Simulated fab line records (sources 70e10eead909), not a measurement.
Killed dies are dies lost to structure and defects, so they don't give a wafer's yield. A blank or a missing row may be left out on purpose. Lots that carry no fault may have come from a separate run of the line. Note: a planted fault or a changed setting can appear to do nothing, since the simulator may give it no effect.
2 desks, one fault / flow nandHarc / each desk holds nothing but its own numbers, with what lay behind them at the end

AT THE METROLOGY DESK
Lot by lot, what the gauges showed, no matter which tool ran the lot: averages of those sampled wafers that carry a number. If a lot's mean is further than 4 standard deviations from the usual mean, the lot is out of limits and carries the mark OUT (the distance appears in the brackets).
Columns: A = cdNm at NHARC_P_BONDPAD_CD_MEAS_09, usual 500.1 nm
lot=L586; first seen here=day 6 08:59; A=500.5
lot=L587; first seen here=day 6 10:56; A=500.0
lot=L588; first seen here=day 6 22:33; A=497.8
lot=L589; first seen here=day 7 01:57; A=501.0
lot=L590; first seen here=day 7 14:23; A=501.7
lot=L591; first seen here=day 7 15:22; A=502.3
lot=L592; first seen here=day 7 22:38; A=500.7
lot=L600; first seen here=day 9 22:16; A=502.6
lot=L603; first seen here=day 10 18:55; A=500.1
lot=L605; first seen here=day 10 23:40; A=500.1
Finding of this desk: none of the 10 lots has anything out of limits.

FOR THE TOOL OWNER'S DESK: pvdSputter-03
The tool's own readings at NHARC_P_BONDPAD_PVD_17 (deposits TaN, target thk 5 nm, time 8.06 s): means of the sampled wafers that have a number, for each lot that ran on this tool. If a lot's mean is further than 4 standard deviations from the usual mean, the lot is out of limits and carries the mark OUT (the distance appears in the brackets).
Columns: A = throttleValvePct at NHARC_P_BONDPAD_PVD_17, usual 30.3 %
lot=L591; first seen here=day 7 16:40; A=30.8
lot=L600; first seen here=day 9 23:35; A=31.4
Finding of this desk: none of the 2 lots has anything out of limits.

BROUGHT TOGETHER
Metrology desk: nothing out of limits seen.
The desk of the tool owner found nothing out of limits.

WHAT WAS PUT IN BY THE SIMULATOR
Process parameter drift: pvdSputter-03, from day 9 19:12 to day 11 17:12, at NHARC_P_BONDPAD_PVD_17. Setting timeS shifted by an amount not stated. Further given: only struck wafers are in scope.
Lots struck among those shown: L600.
